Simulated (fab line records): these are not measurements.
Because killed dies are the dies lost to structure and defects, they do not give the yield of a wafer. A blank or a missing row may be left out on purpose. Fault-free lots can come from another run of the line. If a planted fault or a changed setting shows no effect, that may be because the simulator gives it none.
Chamber matching ; flow n5-finfet ; 4 sister chambers for N5_BEOL_M1_ETCH_63 on rie-diel-02
The step etches SiARC in CF4, target depth 15.6 nm, time 26 s. 20 wafers are shown with their chamber, then 10 later ones without.

WAFERS WITH THEIR CHAMBER
wafer;chamber;showerhead-plenum-p-Torr (Torr);drypump-motor-current-A (A);throttle-valve-pct (%)
L075.2;1;2.26;6.5;15.31
L075.4;0;2.21;6.1;15.50
L075.6;2;2.07;5.3;15.56
L077.1;0;2.21;6.1;15.50
L077.4;1;2.26;6.6;15.32
L077.5;0;2.21;6.2;15.48
L076.1;2;2.07;5.3;15.56
L076.4;0;2.21;6.2;15.48
L076.5;3;2.18;5.2;15.75
L079.1;0;2.21;6.2;15.49
L079.4;3;2.18;5.2;15.74
L079.6;3;2.18;5.2;15.76
L083.2;0;2.20;6.1;15.51
L083.4;2;2.07;5.3;15.58
L083.6;2;2.07;5.3;15.58
L084.1;2;2.07;5.3;15.59
L084.4;3;2.18;5.2;15.77
L084.6;3;2.18;5.3;15.76
L085.2;1;2.26;6.5;15.34
L085.3;3;2.18;5.2;15.77

SIGNATURES, as means of the wafers listed above
reading;chamber 0;chamber 1;chamber 2;chamber 3;scatter within a chamber
showerhead-plenum-p-Torr;2.2083;2.2600;2.0700;2.1800;0.00228
drypump-motor-current-A;6.150;6.533;5.300;5.217;0.0433
throttle-valve-pct;15.4933;15.3233;15.5740;15.7583;0.0128
Rule: a wafer's distance from a chamber is the root of the sum, over the readings, of the square of ((its reading less the chamber's mean) divided by the reading's scatter). If the next closest chamber is less than 2 further off than the closest, the wafer can't be placed; otherwise it belongs to the closest. The scatter: the root of (the sum of the squares of (reading less its chamber's mean) over the shown wafers, divided by (wafers less chambers)).

WAFERS WITH NO CHAMBER GIVEN
wafer;showerhead-plenum-p-Torr (Torr);drypump-motor-current-A (A);throttle-valve-pct (%)
L085.4;2.26;6.5;15.33
L086.1;2.26;6.5;15.35
L086.5;2.17;5.2;15.78
L086.6;2.26;6.5;15.36
L089.2;2.17;5.2;15.79
L089.3;2.25;6.5;15.35
L089.6;2.06;5.3;15.61
L091.1;2.20;6.1;14.99
L091.2;2.17;5.2;15.81
L091.6;2.17;5.3;15.79

EACH ONE'S CHAMBER
wafer;from the rows above;in truth
L085.4;1;1
L086.1;1;1
L086.5;3;3
L086.6;1;1
L089.2;3;3
L089.3;1;1
L089.6;2;2
L091.1;can't be placed: 1 or 0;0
L091.2;3;3
L091.6;3;3
Correct placement for 9 of the 10. From these rows, 1 cannot be placed; in 1 the true chamber is one of the candidates. Placed wrongly: 0.
